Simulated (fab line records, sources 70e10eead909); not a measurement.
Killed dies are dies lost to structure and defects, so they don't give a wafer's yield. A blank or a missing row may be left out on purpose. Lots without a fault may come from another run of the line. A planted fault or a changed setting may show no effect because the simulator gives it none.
fab line records | flow nand_harc
record lots=13 wafers=39 last_day=33
route steps=1302 shown P_BONDPAD@374 A_SOURCE_PLATE@418 A_ONON_D1@427 END@1302
lots that met no fault: from a run of the same line without faults
start_h: hours from the record's first day to the start of the lot's first wafer shown | wait_h: hours since the lot's step before | " the same as in the row above | L1.1+2: a row that stands for several wafers | - no value, or no start given | * or withheld: withheld | < > ~ a bound
route shown NAME@n: a module of which the file shows steps, and the number in the route of the first | usual: mean/standard deviation of fault-free wafers | same: alike in all rows | chamber/n: place in a boat | sites: the reading at each site | _std_site: their standard deviation | _edge_site: outer sites' mean less inner sites' | radius_mm: how far each site lies from the wafer's centre | mask NAME#n: copy n | behind: the tool/chamber that last shaped the wafer | hold: why the lot was held/for how many hours/how that ended | device: the transistor (n, p or np) that didn't switch | end of line: the same wafers' tests at the end of the route | a step without rows: its recipe alone | killed: dies lost to structure and defects at the first sort, not the wafer's yield | map: a wafer's dies, x killed, . not, _ none there
set.NAME: the setting as run; set.NAME@STEP: as run at that earlier step | model.NAME: the simulator's own value behind a step, which no gauge read
steps of the route over a sample of lots; a table a step, a row a wafer
services: from which hour (start_h, from the record's first day; less than 0 if before it) a tool's chamber was out of use, for how many hours, and why
## steps
# step NHARC_P_BONDPAD_DEGAS_25
# recipe temp_c=300 time_s=60
# usual heater_power_w=462/45
# columns lot.wafer tool chamber start_h wait_h heater_power_w
L930.2 pvd_sputter-03 - 149.00 - 585
L930.3 " - " " 446
L930.5 " - " " 589
L932.4 pvd_sputter-02 - 174.85 - 430
L932.2 " - " " 461
L932.6 " - " " 435
L933.3 pvd_sputter-02 - 175.57 - 449
L933.4 " - " " 440
L933.5 " - " " 440
L934.2 pvd_sputter-03 - 186.32 - 489
L934.5 " - " " 471
L934.6 " - " " 438
L935.3 pvd_sputter-01 - 191.96 - 531
L935.4 " - " " 438
L935.6 " - " " 413
L936.2 pvd_sputter-02 - 207.84 - 482
L936.4 " - " " 458
L936.6 " - " " 429
L939.3 pvd_sputter-03 - 231.67 - 468
L939.4 " - " " 500
L939.6 " - " " 542
L938.3 pvd_sputter-02 - 232.57 - 433
L938.2 " - " " 458
L938.4 " - " " 491
L942.3 pvd_sputter-02 - 281.82 - 448
L942.4 " - " " 469
L942.6 " - " " 481
L943.3 pvd_sputter-01 - 282.52 - 427
L943.2 " - " " 423
L943.6 " - " " 426
L944.3 pvd_sputter-03 - 284.13 - 478
L944.4 " - " " 436
L944.2 " - " " 495
L951.4 pvd_sputter-02 - 354.41 - 468
L951.2 " - " " 454
L951.5 " - " " 450
L952.1 pvd_sputter-03 - 363.35 - 542
L952.3 " - " " 443
L952.5 " - " " 487
# step NHARC_A_SOURCE_PLATE_CVD_03
# recipe target_thk_a=2000 temp_c=620 pressure_mtorr=200 time_s=4000 material=poly-Si
# usual spike_tc_bottom_C=638.6/2.9 spike_tc_centre_C=621.8/1.2 spike_tc_lower_C=620.9/1.1 spike_tc_top_C=641.1/2.2 spike_tc_upper_C=620.1/1.1 zone_power_upper_pct=9.2/1.5
# columns lot.wafer tool chamber start_h wait_h spike_tc_bottom_C spike_tc_centre_C spike_tc_lower_C spike_tc_top_C spike_tc_upper_C zone_power_upper_pct
L930.2 lpcvd_poly-04 0 163.66 - 638.3 623.5 623.2 643.3 619.1 8.6
L930.3 " 0 " " 635.6 620.7 621.2 642.5 619.3 8.5
L930.5 " 0 " " 637.4 621.8 622.6 643.1 620.3 8.7
L932.2 lpcvd_poly-04 0 189.04 - 635.3 622.5 622.0 642.8 620.9 8.8
L932.4 " 0 " " 636.3 621.8 620.8 641.4 621.3 8.7
L932.6 " 0 " " 637.3 621.7 621.0 643.3 620.1 8.6
L933.3 lpcvd_poly-04 0 189.04 - 636.1 622.5 622.5 641.7 620.5 8.7
L933.4 " 0 " " 635.4 623.0 620.5 642.4 619.9 8.8
L933.5 " 0 " " 637.3 621.5 621.6 643.5 620.8 8.8
L934.2 lpcvd_poly-02 0 200.49 - 644.4 621.2 620.7 641.0 621.4 7.6
L934.5 " 0 " " 643.3 622.6 621.4 639.6 620.9 7.4
L934.6 " 0 " " 643.3 622.4 619.9 639.8 619.6 7.5
L935.3 lpcvd_poly-01 0 207.08 - 641.5 620.7 618.8 638.5 618.9 11.6
L935.4 " 0 " " 640.4 620.5 620.8 639.1 619.5 11.7
L935.6 " 0 " " 642.5 619.8 619.1 638.6 619.1 11.7
L936.2 lpcvd_poly-04 0 225.62 - 637.6 624.0 620.2 642.1 619.5 8.5
L936.4 " 0 " " 636.4 621.6 620.8 643.5 617.7 8.5
L936.6 " 0 " " 635.1 621.2 622.7 641.0 619.1 8.6
L938.2 lpcvd_poly-04 0 246.36 - 634.8 623.5 620.4 644.1 621.9 8.6
L938.3 " 0 " " 636.9 620.3 621.8 642.8 620.8 8.6
L938.4 " 0 " " 637.1 622.1 621.0 643.5 619.0 8.6
L939.3 lpcvd_poly-04 0 246.36 - 636.5 622.0 620.6 643.2 620.0 8.6
L939.4 " 0 " " 636.3 621.7 621.3 641.4 619.4 8.6
L939.6 " 0 " " 636.9 623.8 620.6 642.8 619.8 8.5
L942.3 lpcvd_poly-04 0 296.09 - 651.4 636.3 637.6 655.9 635.7 9.2
L942.4 " 0 " " 652.1 635.9 636.5 657.0 634.3 9.2
L942.6 " 0 " " 651.8 635.8 636.3 657.1 635.5 8.9
L943.2 lpcvd_poly-04 0 296.09 - 651.5 636.1 637.2 657.3 634.3 8.8
L943.3 " 0 " " 651.9 635.5 636.3 656.3 635.2 9.0
L943.6 " 0 " " 652.1 635.2 636.4 656.4 632.6 8.9
L944.2 lpcvd_poly-04 0 296.09 - 650.4 638.3 636.4 656.2 633.7 9.2
L944.3 " 0 " " 649.8 635.7 636.3 656.2 635.6 8.9
L944.4 " 0 " " 651.4 637.7 636.6 656.7 633.3 9.0
L951.2 lpcvd_poly-04 0 368.55 - 636.2 623.3 620.9 641.0 619.6 8.6
L951.4 " 0 " " 636.6 622.7 620.4 641.3 619.7 8.8
L951.5 " 0 " " 635.8 622.4 620.6 641.9 619.0 8.6
L952.1 lpcvd_poly-01 0 377.17 - 640.3 619.3 621.2 637.8 619.0 11.5
L952.3 " 0 " " 641.2 620.9 620.6 638.2 620.0 11.6
L952.5 " 0 " " 639.9 622.2 621.1 636.8 619.7 11.5
# step NHARC_A_SOURCE_PLATE_THK_MEAS_06
# recipe thk_meas_gauge=ellipsometry
# usual thk_nm=199.4/1.9
# columns lot.wafer tool chamber start_h wait_h thk_nm
L930.2 film_metro-02 - 173.67 0.4 199.6
L930.3 " - " " 199.8
L930.5 " - " " 198.9
L932.2 film_metro-02 - 200.26 0.4 196.2
L932.4 " - " " 198.6
L932.6 " - " " 198.8
L933.3 film_metro-01 - 200.27 0.4 203.0
L933.4 " - " " 199.5
L933.5 " - " " 198.6
L934.2 film_metro-02 - 212.62 0.4 199.9
L934.5 " - " " 198.4
L934.6 " - " " 197.8
L935.3 film_metro-01 - 217.11 0.4 197.5
L935.4 " - " " 199.8
L935.6 " - " " 201.1
L936.2 film_metro-01 - 236.69 0.4 197.9
L936.4 " - " " 200.4
L936.6 " - " " 200.0
L938.2 film_metro-01 - 256.82 0.4 198.4
L938.3 " - " " 197.0
L938.4 " - " " 197.0
L939.3 film_metro-02 - 256.82 0.4 197.2
L939.4 " - " " 195.8
L939.6 " - " " 195.2
L944.2 film_metro-02 - 306.54 0.4 281.7
L944.3 " - " " 278.4
L944.4 " - " " 279.7
L943.2 film_metro-01 - 306.54 0.4 279.3
L943.3 " - " " 280.7
L943.6 " - " " 280.9
L942.3 film_metro-02 - 306.55 0.4 284.3
L942.4 " - " " 283.2
L942.6 " - " " 282.3
L951.2 film_metro-01 - 378.53 0.4 197.5
L951.4 " - " " 200.4
L951.5 " - " " 199.2
L952.1 film_metro-02 - 389.62 0.4 197.7
L952.3 " - " " 197.9
L952.5 " - " " 200.0
# step NHARC_A_SOURCE_PLATE_INSPECT_08
# usual raw_defect_count=59/23
# columns lot.wafer tool chamber start_h wait_h raw_defect_count
L930.2 defect_inspect-02 - 173.74 0.0 30
L930.3 " - " " 57
L930.5 " - " " 53
L932.2 defect_inspect-02 - 200.33 0.0 39
L932.4 " - " " 42
L932.6 " - " " 37
L933.3 defect_inspect-01 - 200.33 0.0 56
L933.4 " - " " 82
L933.5 " - " " 32
L934.2 defect_inspect-01 - 212.68 0.0 62
L934.5 " - " " 37
L934.6 " - " " 105
L935.3 defect_inspect-02 - 217.21 0.0 46
L935.4 " - " " 59
L935.6 " - " " 45
L936.2 defect_inspect-02 - 236.80 0.0 95
L936.4 " - " " 58
L936.6 " - " " 71
L939.3 defect_inspect-02 - 256.88 0.0 42
L939.4 " - " " 47
L939.6 " - " " 57
L938.2 defect_inspect-01 - 256.88 0.0 25
L938.3 " - " " 43
L938.4 " - " " 29
L943.2 defect_inspect-02 - 306.61 0.0 62
L943.3 " - " " 91
L943.6 " - " " 52
L942.3 defect_inspect-01 - 306.61 0.0 58
L942.4 " - " " 64
L942.6 " - " " 68
L944.2 defect_inspect-02 - 306.63 0.0 78
L944.3 " - " " 91
L944.4 " - " " 99
L951.2 defect_inspect-02 - 378.60 0.0 52
L951.4 " - " " 61
L951.5 " - " " 66
L952.1 defect_inspect-02 - 389.73 0.0 75
L952.3 " - " " 39
L952.5 " - " " 76
# step NHARC_A_ONON_D1_THK_MEAS_05
# recipe thk_meas_gauge=ellipsometry
# usual thk_nm=997/11
# columns lot.wafer tool chamber start_h wait_h thk_nm
L930.2 film_metro-02 - 174.88 - 996
L930.3 " - " " 995
L930.5 " - " " 994
L932.2 film_metro-02 - 201.47 - 994
L932.4 " - " " 995
L932.6 " - " " 994
L933.3 film_metro-01 - 201.48 - 999
L933.4 " - " " 999
L933.5 " - " " 996
L934.2 film_metro-02 - 213.83 - 987
L934.5 " - " " 989
L934.6 " - " " 989
L935.3 film_metro-02 - 218.36 - 1001
L935.4 " - " " 1004
L935.6 " - " " 1005
L936.2 film_metro-01 - 237.93 - 988
L936.4 " - " " 988
L936.6 " - " " 988
L939.3 film_metro-02 - 258.03 - 982
L939.4 " - " " 981
L939.6 " - " " 979
L938.2 film_metro-01 - 258.03 - 989
L938.3 " - " " 990
L938.4 " - " " 988
L943.2 film_metro-01 - 307.74 - 977
L943.3 " - " " 975
L943.6 " - " " 976
L942.3 film_metro-02 - 307.76 - 988
L942.4 " - " " 989
L942.6 " - " " 989
L944.2 film_metro-01 - 307.77 - 1003
L944.3 " - " " 1003
L944.4 " - " " 1001
L951.2 film_metro-01 - 379.74 - 1008
L951.4 " - " " 1009
L951.5 " - " " 1008
L952.1 film_metro-01 - 390.87 - 1011
L952.3 " - " " 1010
L952.5 " - " " 1011
# step NHARC_END_SORT_01
# recipe temp_c=25
# usual killed_at_array=53/20 killed_at_other=1/1.2 killed_at_periphery=3.7/2.6 killed_dies=58/20 killed_open=3.5/1.8 killed_short=2.4/1.7
# same gross_dies=677
# columns lot.wafer tool chamber start_h wait_h killed_at_array killed_at_other killed_at_periphery killed_dies killed_open killed_short
L930.2 prober-01 0 564.45 2.8 39 0 0 39 1 1
L930.3 prober-01 0 565.25 3.1 47 0 6 53 5 4
L930.5 prober-01 0 566.86 3.7 52 0 2 54 4 6
L932.2 prober-01 0 602.36 2.8 25 0 2 27 0 1
L932.4 prober-01 0 603.96 3.4 34 0 1 35 3 2
L932.6 prober-01 0 605.55 4.0 35 1 3 39 3 3
L935.3 prober-02 0 622.68 3.1 32 3 1 36 6 1
L935.4 prober-02 0 623.48 3.4 26 0 2 28 3 3
L935.6 prober-02 0 625.06 4.0 25 1 5 31 3 2
L936.2 prober-01 0 646.41 2.8 58 1 12 71 8 5
L936.4 prober-01 0 648.00 3.4 49 1 7 57 7 1
L936.6 prober-01 0 649.60 4.0 38 2 4 44 4 3
L939.3 prober-02 0 654.96 3.1 59 1 3 63 4 0
L939.4 prober-02 0 655.76 3.4 53 1 7 61 1 0
L939.6 prober-02 0 657.36 4.0 61 4 3 68 2 3
L943.2 prober-01 0 697.36 2.8 42 1 4 47 3 0
L943.3 prober-01 0 698.16 3.1 18 1 2 21 1 1
L943.6 prober-01 0 700.55 4.0 33 1 1 35 3 0
L944.2 prober-02 0 697.41 2.8 75 3 4 82 6 3
L944.3 prober-02 0 698.22 3.1 63 3 3 69 7 6
L944.4 prober-02 0 699.03 3.4 85 1 5 91 4 3
L942.3 prober-01 0 705.94 3.1 53 0 3 56 2 1
L942.4 prober-01 0 706.75 3.4 68 1 9 78 4 2
L942.6 prober-01 0 708.37 4.0 64 1 1 66 2 4
L951.2 prober-02 0 792.28 2.8 33 0 3 36 1 1
L951.4 prober-02 0 793.89 3.4 36 0 2 38 3 3
L951.5 prober-02 0 794.69 3.7 68 1 1 70 4 4
# killed by level:class
L930.2 A_SLIT:chamber_film_flake=16 A_CONTACT:chamber_film_flake=9 A_STAIRCASE:chamber_film_flake=5 A_CHANNEL_HOLE_D2:chamber_film_flake=3 A_CHANNEL_FILL_D1:geometric_particle:short=1 A_CONTACT:geometric_particle:open=1 A_ZERO_WELL:chamber_film_flake=1 A_CHANNEL_HOLE_D1:chamber_film_flake=1
L930.3 A_SLIT:chamber_film_flake=25 P_GATE:chamber_film_flake=4 A_CHANNEL_HOLE_D2:chamber_film_flake=4 A_STAIRCASE:chamber_film_flake=3 A_CONTACT:chamber_film_flake=3 P_CONTACT:geometric_particle:open=2 A_WL_FILL:chamber_film_flake=2 A_SOURCE_PLATE:geometric_particle:short=1
L930.5 A_SLIT:chamber_film_flake=19 A_CONTACT:chamber_film_flake=8 A_STAIRCASE:chamber_film_flake=5 A_CHANNEL_HOLE_D2:chamber_film_flake=4 A_WL_FILL:chamber_film_flake=3 A_ONON_D1:geometric_particle:short=2 A_CHANNEL_HOLE_D1:chamber_film_flake=2 P_CONTACT:geometric_particle:short=1
L932.2 A_SLIT:chamber_film_flake=10 A_CHANNEL_HOLE_D2:chamber_film_flake=5 A_CONTACT:chamber_film_flake=4 A_CHANNEL_HOLE_D1:chamber_film_flake=2 A_STAIRCASE:chamber_film_flake=1 A_ONON_D2:geometric_particle:short=1 P_ZERO_WELL:chamber_film_flake=1 P_STI:chamber_film_flake=1
L932.4 A_SLIT:chamber_film_flake=13 A_CHANNEL_HOLE_D2:chamber_film_flake=7 A_CONTACT:chamber_film_flake=5 A_STAIRCASE:chamber_film_flake=3 P_M0:geometric_particle:open=1 A_ONON_D1:geometric_particle:short=1 A_ONON_D2:geometric_particle:open=1 A_CHANNEL_FILL_D2:geometric_particle:short=1
L932.6 A_SLIT:chamber_film_flake=12 A_CONTACT:chamber_film_flake=11 A_ONON_D2:geometric_particle:short=2 A_CHANNEL_FILL_D2:geometric_particle:open=2 A_DECK1_JOINT:chamber_film_flake=2 A_CHANNEL_HOLE_D2:chamber_film_flake=2 A_STAIRCASE:chamber_film_flake=2 P_CONTACT:geometric_particle:open=1
L935.3 A_CHANNEL_HOLE_D2:chamber_film_flake=10 A_STAIRCASE:chamber_film_flake=5 A_CHANNEL_HOLE_D1:chamber_film_flake=4 A_M0:chamber_film_flake=3 A_DECK1_JOINT:geometric_particle:open=2 A_SLIT:chamber_film_flake=2 A_CONTACT:chamber_film_flake=2 A_CHANNEL_HOLE_D1:geometric_particle:open=1
L935.4 A_STAIRCASE:chamber_film_flake=11 A_CHANNEL_HOLE_D2:chamber_film_flake=4 A_CONTACT:chamber_film_flake=3 A_ONON_D2:geometric_particle:short=2 P_CONTACT:geometric_particle:open=1 P_M0:geometric_particle:open=1 A_WL_FILL:geometric_particle:short=1 A_CONTACT:geometric_particle:open=1
L935.6 A_CHANNEL_HOLE_D2:chamber_film_flake=6 A_STAIRCASE:chamber_film_flake=6 P_GATE:chamber_film_flake=4 A_CONTACT:chamber_film_flake=3 A_CHANNEL_FILL_D1:geometric_particle:open=2 A_SLIT:chamber_film_flake=2 A_ONON_D2:geometric_particle:short=1 A_BLC:geometric_particle:open=1
L936.2 A_SLIT:chamber_film_flake=24 A_CHANNEL_HOLE_D2:chamber_film_flake=12 P_STI:chamber_film_flake=5 A_CHANNEL_HOLE_D1:chamber_film_flake=4 A_CHANNEL_FILL_D2:chamber_film_flake=4 P_M2:chamber_film_flake=3 P_CONTACT:geometric_particle:open=2 A_WL_FILL:geometric_particle:open=2
L936.4 A_SLIT:chamber_film_flake=17 A_CHANNEL_HOLE_D2:chamber_film_flake=17 P_M2:chamber_film_flake=3 A_STAIRCASE:chamber_film_flake=3 A_WL_FILL:chamber_film_flake=3 A_CONTACT:chamber_film_flake=3 A_CHANNEL_FILL_D1:geometric_particle:open=2 P_STI:chamber_film_flake=2
L936.6 A_SLIT:chamber_film_flake=15 A_CHANNEL_HOLE_D2:chamber_film_flake=10 A_WL_FILL:chamber_film_flake=4 A_CONTACT:chamber_film_flake=2 P_CONTACT:geometric_particle:open=1 A_DECK1_JOINT:geometric_particle:short=1 A_DECK1_JOINT:geometric_particle:open=1 A_ONON_D2:geometric_particle:open=1
L939.3 A_CHANNEL_HOLE_D1:chamber_film_flake=37 A_CHANNEL_HOLE_D2:chamber_film_flake=10 A_CONTACT:chamber_film_flake=4 A_WL_FILL:geometric_particle:open=2 A_M0:geometric_particle:open=2 P_M2:chamber_film_flake=2 A_ZERO_WELL:chamber_film_flake=2 A_CHANNEL_FILL_D1:chamber_film_flake=2
L939.4 A_CHANNEL_HOLE_D1:chamber_film_flake=30 A_CHANNEL_HOLE_D2:chamber_film_flake=13 P_M2:chamber_film_flake=5 A_CONTACT:chamber_film_flake=5 P_ZERO_WELL:chamber_film_flake=2 A_SLIT:chamber_film_flake=2 A_STAIRCASE:chamber_film_flake=2 A_M0:geometric_particle:open=1
L939.6 A_CHANNEL_HOLE_D1:chamber_film_flake=36 A_CHANNEL_HOLE_D2:chamber_film_flake=7 A_CONTACT:chamber_film_flake=7 THIN_TSV:chamber_film_flake=4 A_STAIRCASE:chamber_film_flake=3 A_ONON_D1:geometric_particle:short=2 P_M2:chamber_film_flake=2 A_SLIT:chamber_film_flake=2
L943.2 A_SLIT:chamber_film_flake=29 A_CHANNEL_HOLE_D1:chamber_film_flake=7 P_CONTACT:geometric_particle:open=2 P_GATE:chamber_film_flake=2 A_DECK1_JOINT:chamber_film_flake=2 A_CONTACT:chamber_film_flake=2 A_ONON_D2:geometric_particle:open=1 A_CHANNEL_FILL_D2:chamber_film_flake=1
L944.2 A_CHANNEL_HOLE_D1:chamber_film_flake=27 A_CHANNEL_HOLE_D2:chamber_film_flake=16 A_SLIT:chamber_film_flake=16 A_CONTACT:chamber_film_flake=6 THIN_TSV:chamber_film_flake=3 A_DECK1_JOINT:geometric_particle:short=2 A_M0:geometric_particle:open=2 P_GATE:chamber_film_flake=2
L943.3 A_SLIT:chamber_film_flake=13 P_GATE:geometric_particle:open=1 A_WL_FILL:geometric_particle:short=1 P_GATE:chamber_film_flake=1 A_ZERO_WELL:chamber_film_flake=1 A_CHANNEL_HOLE_D1:chamber_film_flake=1 A_STAIRCASE:chamber_film_flake=1 A_CONTACT:chamber_film_flake=1
L944.3 A_CHANNEL_HOLE_D1:chamber_film_flake=32 A_SLIT:chamber_film_flake=13 A_CHANNEL_HOLE_D2:chamber_film_flake=4 A_CONTACT:chamber_film_flake=4 P_GATE:geometric_particle:short=2 A_DECK1_JOINT:geometric_particle:open=2 A_CONTACT:geometric_particle:open=2 THIN_TSV:chamber_film_flake=2
L944.4 A_CHANNEL_HOLE_D1:chamber_film_flake=33 A_SLIT:chamber_film_flake=23 A_CHANNEL_HOLE_D2:chamber_film_flake=14 A_CONTACT:chamber_film_flake=8 P_ZERO_WELL:chamber_film_flake=2 P_CONTACT:geometric_particle:open=1 P_M0:geometric_particle:open=1 A_ONON_D1:geometric_particle:short=1
L943.6 A_SLIT:chamber_film_flake=17 A_CONTACT:chamber_film_flake=5 A_BLC:chamber_film_flake=3 A_CHANNEL_FILL_D2:geometric_particle:open=2 A_ZERO_WELL:chamber_film_flake=2 A_CHANNEL_HOLE_D1:chamber_film_flake=2 A_DECK1_JOINT:geometric_particle:open=1 P_GATE:chamber_film_flake=1
L942.3 A_CHANNEL_HOLE_D1:chamber_film_flake=32 A_CHANNEL_HOLE_D2:chamber_film_flake=9 A_SLIT:chamber_film_flake=5 A_CHANNEL_FILL_D1:chamber_film_flake=2 P_M0:geometric_particle:open=1 A_CHANNEL_FILL_D1:geometric_particle:open=1 A_WL_FILL:geometric_particle:short=1 P_CONTACT:chamber_film_flake=1
L942.4 A_CHANNEL_HOLE_D1:chamber_film_flake=32 A_CHANNEL_HOLE_D2:chamber_film_flake=22 A_SLIT:chamber_film_flake=7 P_ZERO_WELL:chamber_film_flake=3 A_CHANNEL_FILL_D1:geometric_particle:open=2 P_GATE:chamber_film_flake=2 P_CONTACT:geometric_particle:open=1 P_M0:geometric_particle:open=1
L942.6 A_CHANNEL_HOLE_D1:chamber_film_flake=32 A_CHANNEL_HOLE_D2:chamber_film_flake=18 A_SLIT:chamber_film_flake=6 P_CONTACT:geometric_particle:short=1 A_SOURCE_PLATE:geometric_particle:open=1 A_CHANNEL_FILL_D1:geometric_particle:short=1 A_DECK1_JOINT:geometric_particle:short=1 A_ONON_D2:geometric_particle:open=1
L951.2 A_SLIT:chamber_film_flake=10 A_CHANNEL_HOLE_D2:chamber_film_flake=7 A_STAIRCASE:chamber_film_flake=6 A_ZERO_WELL:chamber_film_flake=5 P_GATE:chamber_film_flake=2 A_CHANNEL_HOLE_D1:chamber_film_flake=2 A_CHANNEL_FILL_D1:geometric_particle:short=1 A_BLC:geometric_particle:open=1
L951.4 A_SLIT:chamber_film_flake=11 A_CHANNEL_HOLE_D2:chamber_film_flake=8 A_STAIRCASE:chamber_film_flake=6 A_M1:chamber_film_flake=3 A_WL_FILL:chamber_film_flake=2 P_CONTACT:geometric_particle:short=1 A_ONON_D1:geometric_particle:open=1 A_CHANNEL_FILL_D1:geometric_particle:short=1
L951.5 A_SLIT:chamber_film_flake=36 A_CHANNEL_HOLE_D2:chamber_film_flake=17 A_M1:chamber_film_flake=3 A_SOURCE_PLATE:geometric_particle:open=1 A_ONON_D1:geometric_particle:short=1 A_DECK1_JOINT:geometric_particle:short=1 A_ONON_D2:geometric_particle:open=1 A_SGD_CUT:geometric_particle:open=1
## services
# columns tool chamber start_h hours kind
pvd_sputter-03 - 170.00 10.0 pm
lpcvd_poly-02 - 206.00 26.0 pm
pvd_sputter-02 - 221.84 8.3 repair
pvd_sputter-01 - 225.24 3.9 repair
pvd_sputter-01 - 229.17 10.0 pm
pvd_sputter-01 - 253.70 4.3 repair
pvd_sputter-02 - 282.01 10.0 pm
lpcvd_poly-02 - 304.92 4.4 repair
pvd_sputter-03 - 348.00 10.0 pm
## key
first_sign step=NHARC_A_SOURCE_PLATE_CVD_03 reading=spike_tc_lower_C direction=up sigmas=14 usual=620.9 struck=636.6
effect step=NHARC_A_SOURCE_PLATE_CVD_03 reading=spike_tc_upper_C direction=up sigmas=13 usual=620.1 struck=634.5
effect step=NHARC_A_SOURCE_PLATE_THK_MEAS_06 reading=thk_nm direction=up sigmas=42 usual=199.4 struck=281.2
met_at NHARC_A_SOURCE_PLATE_CVD_03
struck_lots L942,L943,L944
tester_left_out L942,L943,L944
not_acting_at NHARC_P_BONDPAD_DEGAS_25,NHARC_A_SOURCE_PLATE_INSPECT_08,NHARC_A_ONON_D1_THK_MEAS_05
onset_between 246.36 296.09
fault kind=process_parameter_drift tool=lpcvd_poly-04 chamber=- onset_h=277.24 steps=NHARC_A_SOURCE_PLATE_CVD_03 channel=temp_c offset=* shape=step end_h=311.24 acts_in=* stated=*
# tester_left_out: of these lots the tester's yield and bins aren't shown, on N5 and GAA mostly nor the transistor test; their killed dies are dies lost to structure and defects alone, not to doping, threshold or leakage, so they don't give the yield
